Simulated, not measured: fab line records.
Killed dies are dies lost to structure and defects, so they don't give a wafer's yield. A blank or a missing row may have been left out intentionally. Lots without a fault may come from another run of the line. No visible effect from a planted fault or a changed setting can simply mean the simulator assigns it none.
Chamber matching | flow n5Finfet | N5_BEOL_M0_STRIP_140 on rieDiel-02: 4 sister chambers
The step strips in CF4. 18 wafers are shown with their chamber, then 9 later ones without.

## WAFERS WITH THEIR CHAMBER
wafer  | chamber | showerheadPlenumPTorr (Torr) | drypumpMotorCurrentA (A) | oesProductAu (a.u.)
L076.1 | 2       | 1.81                         | 5.6                      | 0.81
L076.2 | 0       | 1.87                         | 6.2                      | 0.71
L076.5 | 3       | 1.92                         | 6.0                      | 0.93
L081.2 | 0       | 1.86                         | 6.2                      | 0.70
L081.5 | 1       | 1.92                         | 6.5                      | 0.93
L081.6 | 0       | 1.86                         | 6.3                      | 0.70
L082.1 | 2       | 1.81                         | 5.7                      | 0.80
L082.5 | 3       | 1.91                         | 6.0                      | 0.90
L082.6 | 0       | 1.86                         | 6.2                      | 0.71
L083.1 | 1       | 1.92                         | 6.5                      | 0.92
L083.3 | 0       | 1.86                         | 6.2                      | 0.70
L083.4 | 3       | 1.91                         | 5.9                      | 0.91
L086.3 | 1       | 1.91                         | 6.5                      | 0.91
L086.4 | 2       | 1.80                         | 5.6                      | 0.79
L086.5 | 0       | 1.86                         | 6.3                      | 0.69
L090.2 | 1       | 1.91                         | 6.5                      | 0.87
L090.4 | 0       | 1.86                         | 6.2                      | 0.69
L090.6 | 0       | 1.86                         | 6.3                      | 0.70

SIGNATURES (averages over the wafers above)
reading               | chamber 0 | chamber 1 | chamber 2 | chamber 3 | scatter within a chamber
showerheadPlenumPTorr | 1.8613    | 1.9150    | 1.8067    | 1.9133    | 0.00479
drypumpMotorCurrentA  | 6.237     | 6.500     | 5.633     | 5.967     | 0.0479
oesProductAu          | 0.7000    | 0.9075    | 0.8000    | 0.9133    | 0.015
Rule: distance of a wafer from a chamber = root of the sum over the readings of ((wafer's reading minus chamber's mean) / reading's scatter) squared. The wafer belongs to the nearest chamber; if the next one is less than 2 further off, it can't be placed. How the scatter is found: for the shown wafers, subtract from each reading the mean of its chamber, square and add these, divide the total by (wafers less chambers), then take the root.

## WAFERS WITHOUT THEIR CHAMBER
wafer  | showerheadPlenumPTorr (Torr) | drypumpMotorCurrentA (A) | oesProductAu (a.u.)
L093.2 | 1.80                         | 5.7                      | 0.78
L093.4 | 1.91                         | 6.5                      | 0.88
L093.5 | 1.91                         | 6.5                      | 0.86
L096.2 | 1.91                         | 6.0                      | 0.87
L096.4 | 1.86                         | 6.3                      | 0.68
L096.6 | 1.91                         | 6.5                      | 0.86
L097.4 | 1.91                         | 6.0                      | 0.85
L097.5 | 1.85                         | 6.2                      | 0.68
L097.6 | 1.91                         | 6.5                      | 0.87

## THE CHAMBER EACH PASSED THROUGH
wafer  | from the rows above | in truth
L093.2 | 2                   | 2
L093.4 | 1                   | 1
L093.5 | 1                   | 1
L096.2 | 3                   | 3
L096.4 | 0                   | 0
L096.6 | 1                   | 1
L097.4 | 3                   | 3
L097.5 | 0                   | 0
L097.6 | 1                   | 1
Placed correctly: 9 of 9. Left unplaced by these rows: 0. Wrongly placed: 0.
